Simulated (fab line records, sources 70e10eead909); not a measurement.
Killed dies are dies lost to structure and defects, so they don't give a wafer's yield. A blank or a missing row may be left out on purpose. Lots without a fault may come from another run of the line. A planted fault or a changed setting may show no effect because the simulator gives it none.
Chamber matching | flow nand_harc | NHARC_A_WL_FILL_ALD_19 on ald_metal-01: 4 sister chambers
The step deposits TiN, target thk 2 nm, pulse time 3 s, ald cycles 100. 27 wafers are shown with their chamber, then 12 later ones without.

WAFERS WITH THEIR CHAMBER
wafer  | chamber | heater_power_w (W) | precursor_pulse_height_rel
L076.3 | 2       | 1096               | 1.010
L076.4 | 1       | 1055               | 0.982
L076.5 | 2       | 1141               | 1.002
L077.4 | 1       | 1057               | 0.989
L077.5 | 1       | 1101               | 1.002
L077.6 | 2       | 1129               | 0.978
L080.1 | 0       | 1069               | 0.999
L080.2 | 1       | 1087               | 0.979
L080.6 | 0       | 1062               | 1.016
L082.1 | 1       | 1091               | 1.003
L082.3 | 2       | 1123               | 1.000
L082.6 | 3       | 1134               | 0.999
L084.1 | 0       | 1043               | 0.985
L084.2 | 3       | 1102               | 1.000
L084.4 | 1       | 1089               | 0.965
L086.2 | 1       | 1104               | 1.020
L086.4 | 0       | 1025               | 1.014
L086.5 | 0       | 1040               | 1.001
L087.4 | 2       | 1073               | 1.000
L087.5 | 0       | 1044               | 1.040
L087.6 | 1       | 1081               | 0.995
L089.1 | 1       | 1074               | 0.990
L089.5 | 1       | 1081               | 1.012
L089.6 | 2       | 1089               | 0.973
L089.2 | 2       | 1108               | 1.027
L089.3 | 3       | 1067               | 1.017
L089.4 | 0       | 1036               | 1.011

SIGNATURES (means of the wafers above)
reading                    | chamber 0 | chamber 1 | chamber 2 | chamber 3 | scatter within a chamber
heater_power_w             | 1045.57   | 1082.00   | 1108.43   | 1101.00   | 20.3
precursor_pulse_height_rel | 1.00943   | 0.99370   | 0.99857   | 1.00533   | 0.0167
Rule: a wafer's distance from a chamber is the root of the sum, over the readings, of the square of ((its reading less the chamber's mean) divided by the reading's scatter). The wafer belongs to the nearest chamber; if the next one is less than 2 further off, it can't be placed. The scatter: the root of (the sum of the squares of (reading less its chamber's mean) over the shown wafers, divided by (wafers less chambers)).

WAFERS WITHOUT THEIR CHAMBER
wafer  | heater_power_w (W) | precursor_pulse_height_rel
L094.1 | 1071               | 1.039
L094.2 | 1121               | 1.013
L094.5 | 1106               | 0.985
L094.3 | 1060               | 0.992
L094.4 | 1202               | 1.000
L094.6 | 1041               | 0.966
L095.2 | 1103               | 1.014
L095.4 | 1245               | 0.993
L095.6 | 1220               | 0.981
L097.1 | 1211               | 1.014
L097.2 | 1083               | 0.993
L097.3 | 1054               | 0.999

WHICH CHAMBER EACH WENT THROUGH
wafer  | from the rows above               | in truth
L094.1 | can't be placed: 0 or 3 or 1 or 2 | 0
L094.2 | can't be placed: 2 or 3 or 1      | 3
L094.5 | can't be placed: 2 or 3 or 1      | 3
L094.3 | can't be placed: 1 or 0 or 3 or 2 | 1
L094.4 | can't be placed: 2 or 3 or 1      | 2
L094.6 | can't be placed: 1 or 0 or 3 or 2 | 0
L095.2 | can't be placed: 3 or 2 or 1      | 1
L095.4 | can't be placed: 2 or 3 or 1      | 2
L095.6 | can't be placed: 2 or 3 or 1      | 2
L097.1 | can't be placed: 2 or 3 or 1      | 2
L097.2 | can't be placed: 1 or 3 or 2      | 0
L097.3 | can't be placed: 0 or 1 or 3 or 2 | 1
Placed correctly: 0 of 12. Can't be placed from these rows: 12 (the true chamber is among the candidates in 11). Placed wrongly: 0.
